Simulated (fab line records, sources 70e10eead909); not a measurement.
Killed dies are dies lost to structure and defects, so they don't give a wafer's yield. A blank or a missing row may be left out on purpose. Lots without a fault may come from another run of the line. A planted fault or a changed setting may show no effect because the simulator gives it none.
fab line records | flow nand_harc | part 1 of 2: steps 1 to 4 of 6
record lots=23 wafers=69 last_day=24
route steps=1159 shown A_SGD_CUT@763 A_SLIT@797 A_WL_FILL@811 A_CONTACT@860
lots that met no fault: from a run of the same line without faults
start_h: hours from the record's first day to the start of the lot's first wafer shown | wait_h: hours since the lot's step before | " the same as in the row above | L1.1+2: a row that stands for several wafers | - no value, or no start given | * or withheld: withheld | < > ~ a bound
route shown NAME@n: a module of which the file shows steps, and the number in the route of the first | usual: mean/standard deviation of fault-free wafers | same: alike in all rows | chamber/n: place in a boat | sites: the reading at each site | _std_site: their standard deviation | _edge_site: outer sites' mean less inner sites' | radius_mm: how far each site lies from the wafer's centre | mask NAME#n: copy n | behind: the tool/chamber that last shaped the wafer | hold: why the lot was held/for how many hours/how that ended | device: the transistor (n, p or np) that didn't switch | end of line: the same wafers' tests at the end of the route | a step without rows: its recipe alone | killed: dies lost to structure and defects at the first sort, not the wafer's yield | map: a wafer's dies, x killed, . not, _ none there
set.NAME: the setting as run; set.NAME@STEP: as run at that earlier step | model.NAME: the simulator's own value behind a step, which no gauge read
steps of the route over a sample of lots; a table a step, a row a wafer
services: from which hour (start_h, from the record's first day; less than 0 if before it) a tool's chamber was out of use, for how many hours, and why
## steps
# step NHARC_A_SGD_CUT_ETCH_59
# recipe target_depth_a=2600 over_etch_frac=0.25 time_s=406.25 ion_energy_ev=200 n2_flow_sccm=150 h2_flow_sccm=150 ar_flow_sccm=0 rf_w=400 bias_w=150 chemistry=N2/H2
# usual drypump_motor_current_A=5.8/0.52 oes_product_au=1.001/0.0094 rf_vpp_V=431.0/2.3 showerhead_plenum_p_Torr=2.06/0.082 throttle_valve_pct=14.171/0.009
# columns lot.wafer tool chamber start_h wait_h drypump_motor_current_A oes_product_au rf_hours_counter_h rf_vpp_V showerhead_plenum_p_Torr throttle_valve_pct
L074.2 rie_diel-04 1 - - 5.9 0.999 2 433.0 2.15 14.178
L074.3 " 2 " " 5.6 1.007 2 432.9 2.17 14.177
L074.1 " 0 " " 4.8 1.012 1 430.4 2.08 14.177
L075.2 rie_diel-01 1 - - 6.3 0.984 10 432.0 2.14 14.183
L075.3 " 2 " " 4.9 0.998 11 430.1 2.00 14.167
L075.5 " 2 " " 4.8 0.999 - 428.8 2.00 14.170
L076.1 rie_diel-10 1 - - 6.1 1.011 15 430.8 2.02 14.163
L076.3 " 2 " " 5.5 0.981 13 430.3 2.05 14.163
L076.2 " 3 " " 6.0 0.998 14 427.8 1.95 14.171
L077.3 rie_diel-04 3 - - 6.2 1.007 2 433.3 2.13 14.174
L077.2 " 1 " " 5.9 1.007 2 433.8 2.15 14.171
L077.5 " 2 " " 5.7 1.016 - 433.9 2.17 14.189
L079.2 rie_diel-01 2 - - 4.9 1.014 0 431.0 2.00 14.164
L079.5 " 3 " " 6.4 1.012 - 428.3 1.94 14.162
L079.6 " 0 " " 6.3 1.003 - 431.7 2.14 14.161
L078.4 rie_diel-04 2 - - 5.7 1.013 4 434.2 2.17 14.172
L078.2 " 3 " " 6.2 1.013 4 433.2 2.13 14.168
L078.5 " 2 " " 5.7 1.007 - 432.3 2.17 14.169
L080.1 rie_diel-01 2 - - 4.9 0.997 0 430.5 2.00 14.169
L080.2 " 0 " " 6.4 1.002 1 434.5 2.14 14.170
L080.4 " 1 " " 6.3 0.988 0 432.6 2.14 14.179
L081.3 rie_diel-10 1 - - 6.1 1.003 18 429.7 2.02 14.167
L081.6 " 1 " " 6.1 1.007 - 429.3 2.02 14.163
L081.5 " 2 " " 5.5 0.981 - 430.3 2.05 14.176
L082.4 rie_diel-04 2 - - 5.6 1.007 6 434.0 2.17 14.173
L082.1 " 0 " " 4.8 1.008 6 432.6 2.08 14.172
L082.5 " 1 " " 5.9 1.017 - 433.9 2.15 14.182
L083.1 rie_diel-01 0 - - 6.4 0.999 2 432.6 2.14 14.170
L083.6 " 1 " " 6.3 0.983 - 432.6 2.14 14.156
L083.5 " 2 " " 4.9 0.992 - 429.2 2.00 14.177
L086.3 rie_diel-01 3 - - 6.5 1.020 3 427.7 1.94 14.179
L086.1 " 0 " " 6.3 1.006 3 432.1 2.14 14.163
L086.2 " 2 " " 4.9 0.999 3 427.8 2.00 14.160
L087.3 rie_diel-10 0 - - 5.8 0.990 2 429.3 1.97 14.155
L087.6 " 3 " " 6.0 0.985 - 428.3 1.95 14.194
L087.5 " 0 " " 5.9 0.994 - 426.8 1.97 14.172
L085.3 rie_diel-10 0 - - 5.8 0.994 3 429.2 1.97 14.163
L085.2 " 1 " " 6.1 1.002 2 428.9 2.02 14.167
L085.5 " 3 " " 6.0 0.996 - 429.4 1.95 14.180
L089.2 rie_diel-04 1 - - 5.9 1.023 10 431.9 2.14 14.176
L089.3 " 0 " " 4.8 1.007 10 431.4 2.08 14.161
L089.5 " 1 " " 5.9 1.011 - 433.2 2.14 14.166
L088.3 rie_diel-10 3 - - 6.0 0.985 6 428.0 1.95 14.160
L088.5 " 0 " " 5.8 0.984 - 428.9 1.97 14.161
L088.6 " 1 " " 6.1 1.006 - 430.7 2.02 14.155
L093.3 rie_diel-04 2 - - 5.7 1.010 11 434.9 2.17 14.168
L093.1 " 1 " " 6.0 1.014 11 433.1 2.14 14.176
L093.6 " 2 " " 5.7 1.005 - 432.5 2.17 14.177
L092.2 rie_diel-01 0 - - 6.3 0.992 6 432.8 2.14 14.170
L092.1 " 1 " " 6.3 0.993 6 432.6 2.14 14.163
L092.4 " 3 " " 6.4 1.014 6 428.0 1.94 14.175
L090.1 rie_diel-10 1 - - 6.1 0.989 5 430.9 2.02 14.173
L090.4 " 3 " " 6.0 0.994 7 428.1 1.95 14.173
L090.5 " 0 " " 5.9 1.006 - 428.1 1.97 14.178
L091.4 rie_diel-01 2 - - 4.8 0.995 7 427.7 2.00 14.170
L091.3 " 0 " " 6.4 1.001 6 433.0 2.14 14.180
L091.1 " 1 " " 6.3 0.977 7 433.1 2.14 14.179
L094.2 rie_diel-04 3 - - 6.2 1.002 13 432.0 2.13 14.164
L094.3 " 0 " " 4.8 1.003 12 432.2 2.08 14.162
L094.4 " 1 " " 5.9 1.008 12 433.5 2.14 14.182
L095.3 rie_diel-01 3 - - 6.4 1.013 8 428.3 1.94 14.157
L095.5 " 2 " " 4.8 0.996 - 430.2 2.00 14.163
L095.6 " 3 " " 6.4 1.003 - 427.1 1.94 14.160
L096.1 rie_diel-10 1 - - 6.1 1.003 9 430.8 2.02 14.165
L096.5 " 0 " " 5.8 1.005 - 428.8 1.97 14.167
L096.6 " 1 " " 6.1 0.994 - 430.0 2.02 14.173
L097.3 rie_diel-01 2 - - 4.8 1.004 9 429.8 2.00 14.175
L097.2 " 3 " " 6.5 1.004 9 427.3 1.94 14.169
L097.1 " 1 " " 6.3 0.991 9 433.1 2.14 14.165
# step NHARC_A_SLIT_ETCH_26
# recipe bias_v=400 source_w=2000 pressure_mtorr=25 time_s=90 ar_flow_sccm=375 c4f8_flow_sccm=41.7 o2_flow_sccm=83.3 target_depth_a=4000 chemistry=C4F8/O2/Ar
# usual drypump_motor_current_A=5.9/0.47 he_backside_leak_sccm=5.5/0.33 showerhead_plenum_p_Torr=3.77/0.074 throttle_valve_pct=27.619/0.0094
# columns lot.wafer tool chamber start_h wait_h drypump_motor_current_A he_backside_leak_sccm rf_hours_counter_h showerhead_plenum_p_Torr throttle_valve_pct
L074.2 har_etch-01 0 325.19 1.3 5.7 5.6 3 3.83 27.624
L074.1 " 1 " " 5.3 5.2 3 3.84 27.624
L074.3 " 1 " " 5.3 5.0 - 3.84 27.626
L077.2 har_etch-01 0 326.91 1.0 5.6 5.5 4 3.83 27.625
L077.3 " 0 " " 5.7 5.5 - 3.83 27.624
L077.5 " 0 " " 5.6 5.7 - 3.83 27.604
L075.2 har_etch-02 0 327.32 1.3 6.1 5.5 174 3.66 27.623
L075.3 " 0 " " 6.1 5.7 - 3.66 27.622
L075.5 " 1 " " 6.5 5.9 - 3.81 27.618
L076.2 har_etch-01 1 328.55 1.2 5.2 5.2 6 3.83 27.620
L076.1 " 0 " " 5.8 5.1 6 3.83 27.617
L076.3 " 1 " " 5.2 4.8 - 3.83 27.621
L080.1 har_etch-02 0 349.63 1.2 6.1 5.8 185 3.65 27.616
L080.2 " 1 " " 6.5 5.7 185 3.80 27.621
L080.4 " 1 " " 6.5 5.8 - 3.80 27.609
L079.2 har_etch-01 0 349.81 1.2 5.6 5.4 19 3.83 27.595
L079.5 " 0 " " 5.7 5.4 - 3.83 27.626
L079.6 " 1 " " 5.2 5.1 - 3.83 27.619
L078.2 har_etch-02 1 351.35 1.0 6.5 5.8 187 3.80 27.628
L078.4 " 0 " " 6.1 5.5 - 3.65 27.622
L078.5 " 0 " " 6.1 5.5 - 3.65 27.625
L081.3 har_etch-01 1 354.95 0.6 5.2 5.2 - 3.82 27.612
L081.5 " 0 " " 5.7 5.5 - 3.82 27.615
L081.6 " 1 " " 5.2 5.0 - 3.82 27.629
L082.1 har_etch-01 0 377.68 1.0 5.7 5.7 30 3.82 27.618
L082.4 " 0 " " 5.7 5.2 - 3.82 27.627
L082.5 " 0 " " 5.6 5.6 - 3.82 27.613
L083.1 har_etch-02 1 378.92 1.0 6.5 5.9 200 3.80 27.605
L083.5 " 0 " " 6.1 5.5 - 3.65 27.639
L083.6 " 1 " " 6.5 5.9 - 3.80 27.629
L086.1 har_etch-02 0 391.13 1.3 6.1 5.8 201 3.65 27.620
L086.2 " 1 " " 6.5 5.9 201 3.80 27.628
L086.3 " 1 " " 6.5 5.7 - 3.80 27.625
L087.3 har_etch-01 0 393.17 0.6 5.7 5.6 - 3.82 27.621
L087.5 " 1 " " 5.3 5.1 - 3.82 27.629
L087.6 " 0 " " 5.7 5.4 - 3.82 27.613
L085.2 har_etch-02 0 395.24 1.2 6.1 5.7 204 3.64 27.623
L085.3 " 0 " " 6.1 5.7 - 3.64 27.598
L085.5 " 0 " " 6.1 5.7 - 3.64 27.611
L089.2 har_etch-02 0 419.58 1.2 6.1 5.8 214 3.64 27.599
L089.3 " 1 " " 6.5 5.6 - 3.79 27.610
L089.5 " 1 " " 6.5 5.6 - 3.79 27.617
L088.3 har_etch-01 1 420.33 0.6 5.2 5.4 - 3.81 27.599
L088.5 " 0 " " 5.7 5.2 - 3.81 27.633
L088.6 " 1 " " 5.2 5.0 - 3.81 27.612
L093.1 har_etch-02 0 426.12 1.0 6.1 5.7 215 3.64 27.630
L093.3 " 0 " " 6.1 5.7 - 3.64 27.607
L093.6 " 0 " " 6.1 5.6 - 3.64 27.619
L090.1 har_etch-01 1 426.28 1.0 5.3 5.1 50 3.81 27.613
L090.4 " 0 " " 5.7 5.6 - 3.81 27.625
L090.5 " 0 " " 5.7 5.1 - 3.81 27.637
L092.1 har_etch-02 1 427.74 1.2 6.5 5.7 217 3.79 27.615
L092.2 " 0 " " 6.1 5.7 217 3.64 27.623
L092.4 " 1 " " 6.5 5.2 - 3.79 27.623
L091.1 har_etch-01 1 429.40 1.2 5.2 5.0 52 3.81 27.615
L091.3 " 1 " " 5.2 5.2 - 3.81 27.602
L091.4 " 0 " " 5.7 5.8 - 3.81 27.626
L094.2 har_etch-01 1 444.19 1.3 5.2 4.8 57 3.80 27.623
L094.3 " 1 " " 5.2 5.4 - 3.80 27.625
L094.4 " 0 " " 5.7 5.2 - 3.80 27.626
L095.3 har_etch-01 0 458.22 0.8 5.7 5.4 - 3.80 27.640
L095.6 " 0 " " 5.7 5.4 - 3.80 27.620
L095.5 " 1 " " 5.3 5.2 - 3.80 27.620
L096.1 har_etch-02 1 458.38 1.0 6.5 5.8 234 3.78 27.615
L096.5 " 0 " " 6.1 5.8 - 3.63 27.615
L096.6 " 1 " " 6.5 6.3 - 3.78 27.644
L097.2 har_etch-02 1 464.83 1.2 6.5 6.5 239 3.77 27.619
L097.1 " 0 " " 6.1 5.7 239 3.62 27.610
L097.3 " 1 " " 6.5 5.8 - 3.77 27.610
# step NHARC_A_SLIT_STRIP_18
# recipe o2_flow_sccm=500 ar_flow_sccm=0 bias_w=0 chemistry=O2
# usual drypump_motor_current_A=5.8/0.51 oes_product_au=0.996/0.0093 rf_vpp_V=57.9/0.81 showerhead_plenum_p_Torr=3.53/0.13 throttle_valve_pct=17.037/0.0091
# columns lot.wafer tool chamber start_h wait_h drypump_motor_current_A oes_product_au rf_hours_counter_h rf_vpp_V showerhead_plenum_p_Torr throttle_valve_pct
L074.2 rie_diel-05 3 - - 5.2 0.999 14 57.8 3.67 17.035
L074.1 " 1 " " 6.4 0.991 13 58.8 3.60 17.043
L074.3 " 2 " " 5.0 0.983 13 57.3 3.45 17.050
L077.3 rie_diel-12 3 - - 6.7 0.985 7 57.8 3.61 17.035
L077.2 " 2 " " 6.5 0.992 8 56.9 3.77 17.026
L077.5 " 0 " " 6.2 0.996 - 56.7 3.45 17.026
L075.2 rie_diel-05 2 - - 5.0 1.002 13 57.8 3.45 17.037
L075.3 " 3 " " 5.2 0.992 14 58.0 3.67 17.029
L075.5 " 1 " " 6.4 1.000 - 57.1 3.60 17.028
L076.2 rie_diel-12 0 - - 6.2 1.002 7 57.3 3.45 17.033
L076.1 " 1 " " 5.8 0.993 7 58.8 3.57 17.033
L076.3 " 2 " " 6.4 0.999 8 57.0 3.77 17.045
L080.1 rie_diel-05 1 - - 6.4 0.996 0 57.6 3.60 17.049
L080.4 " 2 " " 5.0 0.977 0 58.6 3.45 17.046
L080.2 " 3 " " 5.2 0.992 0 57.8 3.67 17.025
L079.2 rie_diel-08 2 - - 5.5 0.987 4 58.2 3.41 17.041
L079.5 " 2 " " 5.5 0.994 - 58.1 3.41 17.030
L079.6 " 3 " " 5.4 1.001 - 59.5 3.52 17.050
L078.2 rie_diel-12 3 - - 6.7 0.994 9 56.1 3.61 17.045
L078.4 " 0 " " 6.2 1.009 9 58.7 3.45 17.030
L078.5 " 0 " " 6.1 0.999 - 60.0 3.45 17.051
L081.3 rie_diel-05 0 - - 6.0 0.985 0 59.2 3.65 17.038
L081.5 " 2 " " 5.0 0.972 - 56.7 3.45 17.023
L081.6 " 3 " " 5.2 0.987 - 58.1 3.67 17.022
L082.4 rie_diel-12 2 - - 6.4 1.007 11 58.4 3.77 17.030
L082.1 " 3 " " 6.7 0.989 10 58.6 3.61 17.046
L082.5 " 3 " " 6.7 0.992 - 58.6 3.61 17.032
L083.1 rie_diel-05 1 - - 6.4 1.002 2 58.6 3.60 17.037
L083.5 " 3 " " 5.2 0.985 - 58.0 3.67 17.044
L083.6 " 0 " " 6.1 0.994 - 57.2 3.65 17.029
L086.2 rie_diel-08 1 - - 6.2 1.002 6 57.9 3.35 17.044
L086.1 " 2 " " 5.5 0.995 6 57.8 3.41 17.042
L086.3 " 0 " " 5.6 1.000 6 56.6 3.35 17.029
L087.3 rie_diel-05 3 - - 5.2 0.979 3 59.0 3.67 17.032
L087.5 " 3 " " 5.2 0.989 - 57.9 3.67 17.041
L087.6 " 1 " " 6.3 1.007 - 58.7 3.59 17.040
L085.2 rie_diel-08 3 - - 5.4 0.999 6 55.7 3.52 17.029
L085.3 " 1 " " 6.1 1.002 6 58.8 3.35 17.051
L085.5 " 0 " " 5.6 0.998 - 57.5 3.35 17.022
L089.2 rie_diel-08 0 - - 5.6 1.008 8 56.3 3.35 17.054
L089.3 " 2 " " 5.5 0.998 8 56.1 3.41 17.034
L089.5 " 3 " " 5.4 1.014 - 60.0 3.52 17.026
L088.3 rie_diel-05 3 - - 5.2 0.988 6 58.0 3.67 17.029
L088.5 " 0 " " 6.1 0.994 - 57.6 3.65 17.041
L088.6 " 1 " " 6.4 1.010 - 59.1 3.59 17.026
L093.1 rie_diel-05 2 - - 5.0 0.986 7 57.7 3.45 17.028
L093.3 " 3 " " 5.2 0.990 6 58.1 3.67 17.044
L093.6 " 2 " " 5.0 0.982 - 57.2 3.45 17.049
L090.1 rie_diel-12 2 - - 6.4 1.001 3 58.0 3.76 17.021
L090.4 " 3 " " 6.7 0.996 3 59.3 3.61 17.045
L090.5 " 2 " " 6.4 0.998 - 58.0 3.76 17.024
L092.4 rie_diel-08 1 - - 6.1 1.016 9 59.0 3.35 17.029
L092.1 " 2 " " 5.5 0.986 9 58.5 3.41 17.031
L092.2 " 3 " " 5.4 1.007 9 57.1 3.52 17.033
L091.3 rie_diel-08 1 - - 6.2 1.008 9 59.3 3.35 17.037
L091.1 " 3 " " 5.4 0.998 9 57.5 3.52 17.042
L091.4 " 0 " " 5.6 0.994 9 58.8 3.35 17.023
L094.4 rie_diel-12 1 - - 5.8 0.988 4 59.0 3.56 17.035
L094.3 " 2 " " 6.4 0.998 4 58.1 3.76 17.039
L094.2 " 3 " " 6.7 0.992 4 57.9 3.61 17.037
L095.3 rie_diel-05 0 - - 6.1 0.996 8 58.7 3.65 17.049
L095.5 " 0 " " 6.1 0.999 - 57.7 3.65 17.027
L095.6 " 1 " " 6.4 0.994 - 58.2 3.59 17.047
L096.1 rie_diel-12 2 - - 6.5 1.005 5 56.8 3.76 17.039
L096.5 " 1 " " 5.8 0.987 - 57.5 3.56 17.034
L096.6 " 2 " " 6.5 1.002 - 57.6 3.76 17.030
L097.3 rie_diel-08 0 - - 5.6 1.001 13 58.4 3.34 17.048
L097.1 " 1 " " 6.1 1.015 12 57.1 3.34 17.030
L097.2 " 2 " " 5.5 0.995 13 57.8 3.41 17.041
# step NHARC_A_WL_FILL_ALD_02
# recipe target_thk_a=20 pulse_time_s=3 ald_cycles=100 temp_c=450 material=TiN
# usual heater_power_w=1126/110 precursor_pulse_height_rel=1.004/0.019
# columns lot.wafer tool chamber start_h wait_h heater_power_w precursor_pulse_height_rel
L074.3 ald_metal-01 3 333.05 0.2 1194 0.999
L074.2 " 0 " " 1079 0.992
L074.1 " 1 " " 1202 1.011
L077.2 ald_metal-02 3 336.30 0.2 1019 1.003
L077.3 " 1 " " 1209 1.011
L077.5 " 3 " " 1018 1.019
L076.1 ald_metal-04 3 336.64 0.2 1242 0.996
L076.2 " 1 " " 898 1.014
L076.3 " 2 " " 1107 0.999
L075.3 ald_metal-02 1 336.75 0.1 1285 0.967
L075.2 " 3 " " 1030 0.970
L075.5 " 2 " " 1053 0.988
L078.4 ald_metal-04 1 359.09 0.1 884 1.010
L078.2 " 3 " " 1251 1.009
L078.5 " 0 " " 1115 1.005
L080.1 ald_metal-02 2 359.21 0.2 1077 1.009
L080.2 " 3 " " 1039 1.000
L080.4 " 0 " " 1102 1.009
L079.2 ald_metal-01 2 359.32 0.2 1355 1.000
L079.6 " 0 " " 1059 1.015
L079.5 " 1 " " 1240 0.999
L081.3 ald_metal-01 1 364.44 0.2 1217 0.989
L081.6 " 0 " " 1097 0.985
L081.5 " 1 " " 1202 0.967
L082.1 ald_metal-04 2 387.07 0.2 1108 0.998
L082.4 " 1 " " 894 1.008
L082.5 " 3 " " 1217 1.022
L083.1 ald_metal-02 1 387.19 0.3 1265 0.982
L083.6 " 2 " " 1114 1.016
L083.5 " 3 " " 1093 1.009
L087.3 ald_metal-04 1 400.50 0.1 875 1.001
L087.6 " 1 " " 886 1.000
L087.5 " 2 " " 1085 1.027
L086.2 ald_metal-02 2 400.65 0.2 1068 0.987
L086.3 " 0 " " 1107 0.955
L086.1 " 1 " " 1239 1.007
L085.2 ald_metal-02 2 405.76 0.2 1105 1.008
L085.3 " 3 " " 1088 1.000
L085.5 " 2 " " 1094 1.007
L088.3 ald_metal-04 3 428.96 0.1 1223 1.003
L088.6 " 3 " " 1247 1.013
L088.5 " 0 " " 1156 1.002
L089.2 ald_metal-02 3 429.08 0.3 1091 1.035
L089.3 " 0 " " 1067 1.062
L089.5 " 2 " " 1107 0.999
L093.3 ald_metal-04 0 435.46 0.1 1156 0.981
L093.1 " 1 " " 861 1.001
L093.6 " 1 " " 877 1.017
L092.2 ald_metal-01 3 435.55 0.2 1192 0.982
L092.1 " 1 " " 1177 1.005
L092.4 " 2 " " 1327 1.040
L090.4 ald_metal-02 2 435.64 0.1 1107 0.976
L090.1 " 1 " " 1261 1.031
L090.5 " 3 " " 1092 1.002
L091.1 ald_metal-04 0 438.84 0.2 1165 1.005
L091.4 " 1 " " 883 0.974
L091.3 " 2 " " 1103 0.975
L094.4 ald_metal-04 2 453.65 0.1 1072 1.021
L094.2 " 3 " " 1263 1.028
L094.3 " 0 " " 1159 1.027
L096.1 ald_metal-04 0 467.60 0.2 1163 1.007
L096.6 " 3 " " 1251 1.014
L096.5 " 0 " " 1127 0.983
L095.3 ald_metal-02 1 467.81 0.2 1256 1.036
L095.5 " 0 " " 1123 0.982
L095.6 " 1 " " 1250 1.008
L097.3 ald_metal-02 0 474.20 0.1 1130 0.993
L097.2 " 1 " " 1298 1.004
L097.1 " 2 " " 1112 0.975
